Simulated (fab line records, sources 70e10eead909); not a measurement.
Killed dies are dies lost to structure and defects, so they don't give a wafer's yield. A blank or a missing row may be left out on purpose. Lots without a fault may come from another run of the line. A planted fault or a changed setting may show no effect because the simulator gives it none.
Which tool did it? | flow nand_harc | 24 lots, 72 wafers sampled, at 1 step of a route of 1302

WHAT THE GAUGES READ, wafer by wafer
NHARC_P_M1_INSPECT_27. Usual: raw_defect_count 294, standard deviation 100.
lot  | measured     | on                | raw_defect_count | flag
L074 | day 6 10:53  | defect_inspect-02 | 168 192 235      |
L075 | day 6 21:55  | defect_inspect-01 | 263 294 296      |
L076 | day 7 00:32  | defect_inspect-02 | 368 419 387      |
L077 | day 7 23:19  | defect_inspect-01 | 260 256 325      |
L078 | day 8 00:31  | defect_inspect-01 | 260 258 260      |
L079 | day 8 11:21  | defect_inspect-01 | 313 210 383      |
L080 | day 8 16:44  | defect_inspect-02 | 269 411 506      |
L081 | day 9 08:49  | defect_inspect-01 | 173 214 196      |
L082 | day 9 15:40  | defect_inspect-01 | 140 127 124      |
L084 | day 10 08:34 | defect_inspect-02 | 218 194 259      |
L083 | day 10 09:23 | defect_inspect-02 | 228 146 180      |
L085 | day 10 20:37 | defect_inspect-01 | 159 247 256      |
L086 | day 11 06:38 | defect_inspect-02 | 307 433 360      |
L087 | day 12 10:54 | defect_inspect-01 | 319 239 313      |
L088 | day 12 11:22 | defect_inspect-01 | 316 250 280      |
L089 | day 12 13:02 | defect_inspect-02 | 396 403 253      |
L090 | day 12 23:32 | defect_inspect-01 | 296 361 277      |
L091 | day 13 11:59 | defect_inspect-02 | 323 312 338      |
L092 | day 13 17:02 | defect_inspect-01 | 433 243 589      |
L093 | day 14 03:48 | defect_inspect-02 | 362 352 189      |
L094 | day 14 08:46 | defect_inspect-02 | 284 397 559      |
L095 | day 15 03:22 | defect_inspect-02 | 262 212 241      |
L096 | day 15 11:04 | defect_inspect-01 | 460 256 551      |
L097 | day 15 20:14 | defect_inspect-02 | 465 352 287      |

WHICH TOOL RAN EACH LOT (tool, then ch and the chambers of the sampled wafers, then the start)
The record holds no process step before these readings.

WHAT THE TOOLS THEMSELVES READ (means of the sampled wafers that have a number; where no wafer has one, the mark that the record gives instead)
The record holds no such reading with a usual standard deviation.

THE ANSWER, worked out from the rows above alone
Rule: a lot is off if the mean of its wafers that have a number lies more than 3 standard deviations from the usual mean. A lot without any number at a reading at which 4 lots or more have one is off too. The other lots that the step has rows for count as sound. The gauges are gone through in route order, then the tools' own readings, and for those a lot's mean is taken as printed above. The first step at which some lot is off is used, and at that step the reading that is off furthest; a lot without a number counts as furthest.
No lot is off at any reading shown: from this, nothing can be told.

WHAT THE SIMULATOR HAD PUT IN
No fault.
